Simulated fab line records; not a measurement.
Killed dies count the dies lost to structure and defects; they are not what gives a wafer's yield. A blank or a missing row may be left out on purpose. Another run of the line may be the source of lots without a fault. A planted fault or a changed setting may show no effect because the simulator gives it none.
Which tool was responsible? | flow nand harc | 11 lots, 33 wafers sampled, at 2 steps of a route of 1159

WHAT THE GAUGES READ, wafer by wafer
NHARC_A_CONTACT_OVL_MEAS_43.
lot  | measured     | on         | overlay x nm (nm)
L076 | day 16 11:08 | overlay-02 | 0.5 1.0 0.7
L078 | day 17 01:30 | overlay-02 | 1.5 1.5 1.1
L079 | day 17 04:35 | overlay-02 | -1.7 -2.1 -2.0
L082 | day 18 10:33 | overlay-02 | 0.3 0.4 -0.4
L084 | day 18 18:33 | overlay-01 | -0.3 -0.2 0.7
L087 | day 19 09:20 | overlay-01 | -0.5 -0.4 0.5
L089 | day 19 19:57 | overlay-01 | -0.8 -0.6 -1.0
L090 | day 20 12:27 | overlay-01 | 0.1 0.0 0.1
L094 | day 20 23:43 | overlay-02 | -0.9 -0.2 -0.2
L092 | day 21 17:40 | overlay-01 | 2.0 1.7 1.7
L093 | day 21 23:51 | overlay-02 | 0.9 0.8 1.1

EACH LOT AND THE TOOL THAT RAN IT (in order: tool; ch and the chambers of the sampled wafers; start)
lot  | NHARC_A_WL_FILL_ALD_10
L076 | ald hk-03 ch 0,3, day 15 13:10
L078 | ald hk-02 ch 0,1,3, day 16 04:41
L079 | ald hk-02 ch 1,2,3, day 16 08:41
L082 | ald hk-03 ch 0,1, day 17 12:10
L084 | ald hk-02 ch 0,1,2, day 17 22:05
L087 | ald hk-03 ch 0,1, day 18 13:51
L089 | ald hk-03 ch 0,1, day 18 23:46
L090 | ald hk-03 ch 0,2,3, day 19 15:27
L094 | ald hk-03 ch 1,3, day 20 03:08
L092 | ald hk-04 ch 0,1,2, day 20 10:12
L093 | ald hk-03 ch 0,1, day 21 04:51
- NHARC_A_WL_FILL_ALD_10: deposits SiO2, target thk 50 nm, pulse time 10 s, ald cycles 500.

THE ANSWER, worked out from the rows above alone
Rule: what is usual is taken from the lots themselves. Put in order of their means at a reading, lots are off if they are a third of the lots or fewer, leave a main group of 4 or more, and stand apart from it by a gap of 3 or more times the standard deviation of the main group's means; of several such gaps the widest counts. A main group whose means are all the same, to the digits that the tables above print for the reading, isn't used. A lot without any number at a reading at which 4 lots or more have one is off too. All remaining lots with rows at the step are treated as sound.
No lot is off at any reading shown: from this, nothing can be told.

WHAT THE SIMULATOR HAD PUT IN
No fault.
